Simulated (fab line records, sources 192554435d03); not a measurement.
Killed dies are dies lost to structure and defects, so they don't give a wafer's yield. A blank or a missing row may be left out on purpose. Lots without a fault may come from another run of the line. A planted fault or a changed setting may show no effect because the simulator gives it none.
A struck lot beside a sound one | flow n5_finfet | 27 steps out of a route of 1938
Sound: wafers L662.1, L662.2, L662.3. Struck: wafers L672.1, L672.4, L672.6. The cause comes at the end.
At each step with rows: each side's tool, then ch and its chambers, then its first start. Under that, the readings that differ: sound wafers | struck wafers | difference of the means | sigmas: that difference in standard deviations of wafers without a fault.
alike: readings whose means differ by less than 2 such deviations, and words and numbers that are the same on both sides. not compared: withheld readings, readings that some wafer has no value for, bounds like >300 that may hide the same value, and numbers for which the record gives no deviation and whose values overlap.
The two part at a step that has a row with sigmas, a row that says differs or no value, or rows on one side only. Numbers that don't overlap but have no deviation are shown without sigmas and don't part them. A reading that every wafer of one side lacks parts them only if that side has two wafers or more.

first, 1 step without rows for these wafers: N5_DUMMY_GATE_SRD_01 (time 30 s).
N5_DUMMY_GATE_ALD_02: deposits SiO2, target thk 2 nm, pulse time 1 s.
  sound on ald_sin-02 ch 0,1,2, day 3 04:54; struck on ald_sin-01 ch 1,2,3, day 5 14:17
  alike: heater_power_w, precursor_pulse_height_rel
then, 3 steps without rows for these wafers: N5_DUMMY_GATE_CVD_03 (deposits a-Si from SiH4, target thk 150 nm, time 8042 s); N5_DUMMY_GATE_PRECLEAN_46 (cleans in DIW, time 89.5 s); N5_DUMMY_GATE_SRD_47 (dry time 32 s).
N5_DUMMY_GATE_CMP_04: polishes a-Si.
  sound on cmp-01 ch 1,2,3, day 3 08:44; struck on cmp-01 ch 0,3, day 5 18:10
  alike: motor_current_A, time_to_endpoint_s
N5_DUMMY_GATE_THK_MEAS_05:
  sound on film_metro-01, day 3 08:59; struck on film_metro-01, day 5 18:22
  alike: thk_nm
then, 5 steps without rows for these wafers: N5_DUMMY_GATE_HM_DEP_06 (deposits SiNx from DCS/NH3, target thk 80 nm, time 5141 s); N5_DUMMY_GATE_PECVD_30 (deposits SiO2 from TEOS/O2, target thk 55 nm, time 10.8 s); N5_DUMMY_GATE_COAT_34 (time 60 s, resist thk 60 nm); N5_DUMMY_GATE_COAT_35 (time 60 s, resist thk 10 nm); N5_DUMMY_GATE_COAT_28 (time 60 s, resist thk 10 nm).
N5_DUMMY_GATE_COAT_09: resist thk 30 nm.
  sound on litho_track-05 ch 0, day 3 13:01; struck on litho_track-01 ch 0, day 6 01:57
  reading                                         | sound                | struck               | difference | sigmas
  spin_speed_rpm (rpm)                            | 1499.7 1499.8 1499.7 | 1239.8 1238.8 1239.7 | -260.3     | -99 or more
  model.CAR-EUV_of_DUMMY_GATE_COAT_09.thk_nm (nm) | 30 30.2 30           | 33 33 33             | +3         |
then, 5 steps without rows for these wafers: N5_DUMMY_GATE_EBR_11; N5_DUMMY_GATE_SOFTBAKE_10 (time 60 s); N5_DUMMY_GATE_EXPOSE_12 (exposes mask GATE, target cd 25 nm); N5_DUMMY_GATE_PEB_13 (peb time 60 s); N5_DUMMY_GATE_DEVELOP_14 (develop time 30 s).
N5_DUMMY_GATE_CD_MEAS_15: target cd 25.8 nm.
  sound on cd_sem-02 ch 0, day 3 13:24; struck on cd_sem-02 ch 0, day 6 02:13
  alike: cd_nm
N5_DUMMY_GATE_OVL_MEAS_16:
  sound on overlay-02 ch 0, day 3 13:26; struck on overlay-02 ch 0, day 6 02:15
  alike: GATE_OVL
N5_DUMMY_GATE_INSPECT_17: inspects for defects (brightfield).
  sound on defect_inspect-02, day 3 13:29; struck on defect_inspect-02, day 6 02:19
  alike: raw_defect_count
N5_DUMMY_GATE_DESCUM_20: chemistry O2, time 6.2 s.
  sound on rie_diel-04 ch 0,1,2, day 3 13:32; struck on rie_diel-06 ch 0,2,3, day 6 02:20
  alike: drypump_motor_current_A, o2_flow_sccm, oes_product_au, rf_vpp_V, showerhead_plenum_p_Torr, throttle_valve_pct
  not compared: rf_hours_counter_h
N5_DUMMY_GATE_ETCH_29: etches underlayer in N2/H2, target depth 13 nm.
  sound on rie_diel-04 ch 0,1,2, day 3 13:35; struck on rie_diel-06 ch 0,2,3, day 6 02:25
  alike: drypump_motor_current_A, oes_product_au, rf_vpp_V, showerhead_plenum_p_Torr, throttle_valve_pct
  not compared: rf_hours_counter_h
N5_DUMMY_GATE_ETCH_36: etches SiARC in CF4, target depth 13 nm.
  sound on rie_diel-04 ch 0,1,2, day 3 13:38; struck on rie_diel-06 ch 0,2,3, day 6 02:27
  reading                                         | sound          | struck         | difference | sigmas
  model.CAR-EUV_of_DUMMY_GATE_COAT_09.thk_nm (nm) | 11.6 11.4 11.2 | 14.6 14.8 14.8 | +3.3       |
  alike: drypump_motor_current_A, mfc_ar_sccm, oes_product_au, rf_vpp_V, showerhead_plenum_p_Torr, throttle_valve_pct
  not compared: rf_hours_counter_h
N5_DUMMY_GATE_ETCH_37: etches SOC in N2/H2, target depth 60 nm, overetch 30 nm.
  sound on rie_diel-04 ch 0,1,2, day 3 13:40; struck on rie_diel-06 ch 0,2,3, day 6 02:29
  alike: drypump_motor_current_A, oes_product_au, rf_vpp_V, showerhead_plenum_p_Torr, throttle_valve_pct
  not compared: rf_hours_counter_h
-- the record jumps here: 5 days lie between the struck wafers' starts before and after (it left off in module DUMMY_GATE and takes up again in module BEOL_M4, whose first step shown is number 1111 of the route) --
N5_BEOL_M4_RC_MEAS_101:
  sound on prober-01 ch 0, day 8 09:07; struck on prober-02 ch 0, day 11 06:02
  alike: DIBL_N, DIBL_P, IOFF_N, IOFF_P, ION_N, ION_P, SS_N, SS_P, VT_N, VT_P
-- the record jumps here: 4 days lie between the struck wafers' starts before and after (it left off in module BEOL_M4 and takes up again in module PASSIVATION, whose first step shown is number 1936 of the route) --
N5_PASSIVATION_PROBE_49:
  sound on prober-01, day 12 16:19; struck on prober-02, day 15 10:21
  alike: defect_limited_yield, killed_at_M0_to_M3, killed_at_M4_up, killed_at_contacts, killed_at_front_end, killed_at_other, killed_dies, killed_open, killed_short, sort_bin_5_function, sort_bin_6_memory, sort_bin_8_speed, sort_n_pass, sort_yield_pct

WHERE THEY PART
Only at N5_DUMMY_GATE_COAT_09, within this record. Later steps at which nothing parts them and some readings are alike: N5_DUMMY_GATE_CD_MEAS_15, N5_DUMMY_GATE_OVL_MEAS_16, N5_DUMMY_GATE_INSPECT_17, N5_DUMMY_GATE_DESCUM_20, N5_DUMMY_GATE_ETCH_29, N5_DUMMY_GATE_ETCH_36, N5_DUMMY_GATE_ETCH_37, N5_BEOL_M4_RC_MEAS_101, N5_PASSIVATION_PROBE_49.

WHY: what the simulator had put in
Process parameter drift: litho_track-01, from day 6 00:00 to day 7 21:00, at N5_DUMMY_GATE_COAT_09. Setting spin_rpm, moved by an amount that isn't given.
